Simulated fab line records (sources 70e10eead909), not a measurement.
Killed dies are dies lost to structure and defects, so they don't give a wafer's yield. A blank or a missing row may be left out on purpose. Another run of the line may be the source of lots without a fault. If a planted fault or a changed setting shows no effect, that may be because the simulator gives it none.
A struck lot beside a sound one + flow nand_harc + 14 out of 1159 route steps
Sound: wafers L364.2, L364.4, L364.5. Struck: wafer L373.5. (L373.2, L373.4 of the same lot were not struck and are left out.) The cause comes at the end.
Per side, at each step with rows, come the tool, then ch with its chambers, and then its first start. Under that, the readings that differ: sound wafers + struck wafers + difference of the means + sigmas: that difference in standard deviations of wafers without a fault.
alike: a reading whose means differ by less than 2 such deviations, as well as words and numbers matching on both sides. not compared: withheld readings; readings where some wafer has no value; bounds like >300 that might hide an equal value; numbers whose values overlap and for which the record gives no deviation.
A row with sigmas, a row that says differs or no value, or rows on one side alone: a step with any of these is where the two part. Numbers that have no deviation but don't overlap get no sigmas and don't part them. A reading that every wafer of one side lacks parts them only if that side has two wafers or more.

NHARC_A_WL_FILL_CVD_03: deposits W, target thk 40 nm, time 3302 s.
  sound on cvd_w-01 ch 0,1, day 16 20:35; struck on cvd_w-01 ch 1, day 19 01:16
  alike: heater_power_w, throttle_valve_pct
then, 1 step without rows for these wafers: NHARC_A_WL_FILL_ETCHBACK_04 (etches the open film in NF3, target depth 60 nm, time 120 s).
NHARC_A_WL_FILL_ETCHBACK_05: etches the open film in Cl2/BCl3, target depth 22 nm, time 60 s.
  sound on rie_metal-02 ch 0,1, day 17 00:15; struck on rie_metal-03 ch 1, day 19 03:26
| reading               | sound             | struck | difference | sigmas |
|-----------------------|-------------------|--------|------------|--------|
| oes_product_au (a.u.) | 1.002 0.989 0.998 | 1.018  | +0.022     | +2     |
  alike: drypump_motor_current_A
  not compared: rf_hours_counter_h
NHARC_A_WL_FILL_STRIP_27: strips in N2/H2, time 20 s.
  sound on plasma_asher-01 ch 1, day 17 00:25; struck on plasma_asher-01 ch 0, day 19 03:33
| reading            | sound       | struck | difference | sigmas |
|--------------------|-------------|--------|------------|--------|
| heater_power_w (W) | 369 372 380 | 299    | -75        | -3     |
  alike: drypump_motor_current_A
  not compared: rf_hours_counter_h
then, 5 steps without rows for these wafers: NHARC_A_WL_FILL_STRIP_28 (strips in post etch residue remover, time 1200 s); NHARC_A_WL_FILL_PRECLEAN_06 (cleans in DIW, time 300 s); NHARC_A_WL_FILL_SRD_07; NHARC_A_WL_FILL_ANNEAL_08 (time 1800 s); NHARC_A_WL_FILL_ALD_10 (deposits SiO2, target thk 50 nm, pulse time 10 s, ald cycles 500).
NHARC_A_WL_FILL_ETCHBACK_16: etches the open film in C4F8/O2/Ar, target depth 88 nm, time 17.6 s.
  sound: rie_diel-02 ch 0,3; struck: rie_diel-01 ch 3
| reading               | sound          | struck | difference | sigmas |
|-----------------------|----------------|--------|------------|--------|
| oes_product_au (a.u.) | 0.93 0.93 0.93 | 1.00   | +0.07      | +2     |
  alike: rf_vpp_V
  not compared: rf_hours_counter_h
NHARC_A_WL_FILL_STRIP_29: strips in O2, time 20 s.
  sound on rie_diel-02 ch 0,1,2, day 17 10:20; struck on rie_diel-01 ch 1, day 19 13:31
| reading                     | sound       | struck | difference | sigmas |
|-----------------------------|-------------|--------|------------|--------|
| drypump_motor_current_A (A) | 6.0 6.1 6.1 | 5.1    | -1.0       | -3     |
  alike: oes_product_au, rf_vpp_V, showerhead_plenum_p_Torr, throttle_valve_pct
  not compared: rf_hours_counter_h
NHARC_A_WL_FILL_ETCHBACK_17: etches the open film in Cl2/BCl3, target depth 4 nm, time 26.7 s.
  sound on rie_metal-01 ch 0,1, day 17 10:26; struck on rie_metal-01 ch 1, day 19 13:36
| reading               | sound             | struck | difference | sigmas |
|-----------------------|-------------------|--------|------------|--------|
| oes_product_au (a.u.) | 1.007 1.006 1.007 | 0.875  | -0.132     | -16    |
  alike: drypump_motor_current_A
  not compared: rf_hours_counter_h
then, 1 step without rows for these wafers: NHARC_A_WL_FILL_PRECLEAN_18 (cleans in dHF, time 30 s).
NHARC_END_SORT_01:
  the record has rows for the sound wafers here (prober-01 ch 0, day 21 03:08) and none for the struck ones

## WHERE THEY PART
First at NHARC_A_WL_FILL_ETCHBACK_05; last, within this record, at NHARC_END_SORT_01.

WHY: what the simulator had put in
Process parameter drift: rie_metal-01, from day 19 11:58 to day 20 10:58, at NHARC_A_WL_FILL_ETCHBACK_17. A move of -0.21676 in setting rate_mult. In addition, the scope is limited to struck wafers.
